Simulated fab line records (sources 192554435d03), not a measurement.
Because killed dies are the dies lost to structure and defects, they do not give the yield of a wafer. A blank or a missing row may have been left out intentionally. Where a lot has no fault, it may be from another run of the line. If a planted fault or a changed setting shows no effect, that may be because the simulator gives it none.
Split-lot trial / flow n5-finfet / 21 wafers read from 7 lots, route of 1938 steps

== SPLIT DETAILS ==
At N5_BEOL_M13_CMP_49 (polishes, stops on SiOC, t overpolish 17.1 s, target thk 420 nm), the setting down-force-psi was moved away from the recipe's 1 psi on 7 of the 21 wafers read, by -6.6% to +16.9%. For the rest of the wafers, this setting stayed at what the recipe calls for.

The split's own step is where the reading is taken.

== THE READING ==
barrier-field-endpoint-s, in s, at N5_BEOL_M13_CMP_49 (polishes, stops on SiOC, t overpolish 17.1 s, target thk 420 nm). Fault-free wafers of this fab line usually give 30.1 s, standard deviation 0.64 s.

wafer=L078.1; tool, chamber at the split=cmp-03, 1; down-force-psi as run, psi=1; against the recipe=recipe; barrier-field-endpoint-s, s=29.6; against lot-mates on the recipe=-
wafer=L078.4; tool, chamber at the split=cmp-03, 2; down-force-psi as run, psi=1; against the recipe=recipe; barrier-field-endpoint-s, s=30.0; against lot-mates on the recipe=-
wafer=L078.5; tool, chamber at the split=cmp-03, 0; down-force-psi as run, psi=1; against the recipe=recipe; barrier-field-endpoint-s, s=29.3; against lot-mates on the recipe=-
wafer=L081.3; tool, chamber at the split=cmp-02, 3; down-force-psi as run, psi=1.119; against the recipe=+11.9%; barrier-field-endpoint-s, s=26.7; against lot-mates on the recipe=no lot-mate on the recipe
wafer=L081.2; tool, chamber at the split=cmp-02, 0; down-force-psi as run, psi=1.119; against the recipe=+11.9%; barrier-field-endpoint-s, s=27.7; against lot-mates on the recipe=no lot-mate on the recipe
wafer=L081.5; tool, chamber at the split=cmp-02, 2; down-force-psi as run, psi=1.119; against the recipe=+11.9%; barrier-field-endpoint-s, s=26.4; against lot-mates on the recipe=no lot-mate on the recipe
wafer=L080.4; tool, chamber at the split=cmp-02, 3; down-force-psi as run, psi=1; against the recipe=recipe; barrier-field-endpoint-s, s=30.0; against lot-mates on the recipe=-
wafer=L080.3; tool, chamber at the split=cmp-02, 0; down-force-psi as run, psi=1; against the recipe=recipe; barrier-field-endpoint-s, s=30.1; against lot-mates on the recipe=-
wafer=L080.6; tool, chamber at the split=cmp-02, 1; down-force-psi as run, psi=1; against the recipe=recipe; barrier-field-endpoint-s, s=30.2; against lot-mates on the recipe=-
wafer=L088.3; tool, chamber at the split=cmp-02, 3; down-force-psi as run, psi=0.9337; against the recipe=-6.6%; barrier-field-endpoint-s, s=33.1; against lot-mates on the recipe=+2.4
wafer=L088.1; tool, chamber at the split=cmp-02, 2; down-force-psi as run, psi=1; against the recipe=recipe; barrier-field-endpoint-s, s=30.5; against lot-mates on the recipe=-
wafer=L088.5; tool, chamber at the split=cmp-02, 3; down-force-psi as run, psi=1; against the recipe=recipe; barrier-field-endpoint-s, s=30.9; against lot-mates on the recipe=-
wafer=L091.2; tool, chamber at the split=cmp-04, 3; down-force-psi as run, psi=1; against the recipe=recipe; barrier-field-endpoint-s, s=29.8; against lot-mates on the recipe=-
wafer=L091.1; tool, chamber at the split=cmp-04, 0; down-force-psi as run, psi=1; against the recipe=recipe; barrier-field-endpoint-s, s=29.4; against lot-mates on the recipe=-
wafer=L091.6; tool, chamber at the split=cmp-04, 2; down-force-psi as run, psi=1; against the recipe=recipe; barrier-field-endpoint-s, s=29.8; against lot-mates on the recipe=-
wafer=L093.1; tool, chamber at the split=cmp-04, 2; down-force-psi as run, psi=1.169; against the recipe=+16.9%; barrier-field-endpoint-s, s=25.0; against lot-mates on the recipe=-5.5
wafer=L093.4; tool, chamber at the split=cmp-04, 3; down-force-psi as run, psi=1; against the recipe=recipe; barrier-field-endpoint-s, s=30.5; against lot-mates on the recipe=-
wafer=L093.2; tool, chamber at the split=cmp-04, 0; down-force-psi as run, psi=1.169; against the recipe=+16.9%; barrier-field-endpoint-s, s=25.4; against lot-mates on the recipe=-5.1
wafer=L096.2; tool, chamber at the split=cmp-04, 1; down-force-psi as run, psi=1; against the recipe=recipe; barrier-field-endpoint-s, s=29.8; against lot-mates on the recipe=-
wafer=L096.6; tool, chamber at the split=cmp-04, 0; down-force-psi as run, psi=1.169; against the recipe=+16.9%; barrier-field-endpoint-s, s=26.1; against lot-mates on the recipe=-3.9
wafer=L096.5; tool, chamber at the split=cmp-04, 1; down-force-psi as run, psi=1; against the recipe=recipe; barrier-field-endpoint-s, s=30.1; against lot-mates on the recipe=-

THE FIT
A straight line over all 21 wafers: barrier-field-endpoint-s changes by -0.277 s for each +1% of down-force-psi; r = -0.97; the points scatter about the line by 0.54 s.
The same after taking each lot's own level away (the mean of its wafers on the recipe; 18 wafers): -0.291 s for each +1%; r = -0.98; scatter 0.37 s.
That fit puts the effect of the largest move of down-force-psi on the reading at 4.9 s.
Across the lots, their own levels run from 29.63 to 30.70 s, a range of 1.7 times the standard deviation given above.
Hence the lot-to-lot level has little effect on the slope; both slopes agree.
Check: with one of the wafers moved furthest among these (+16.9%) left out of the fit, the line predicts -4.58 s for it against its lot-mates. Against them it came out at -5.5 s.
Tool readings at the split's step, against how far the setting was moved: barrier-field-endpoint-s r = -0.97.

== OTHER SPLITS ON THESE WAFERS ==
Other splits were also applied to these wafers ahead of the reading. Each is held against what the fit with the lots' levels taken away leaves over:
other split on the same wafers=N5_BEOL_M12_SPUTTER_45 time-s; wafers away from the commonest value=6; r with barrier-field-endpoint-s (lot level and that fit taken away)=-0.47

== FILE'S OWN FIT ==
barrier-field-endpoint-s changes by -0.277 s for each +1% of down-force-psi, r = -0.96.
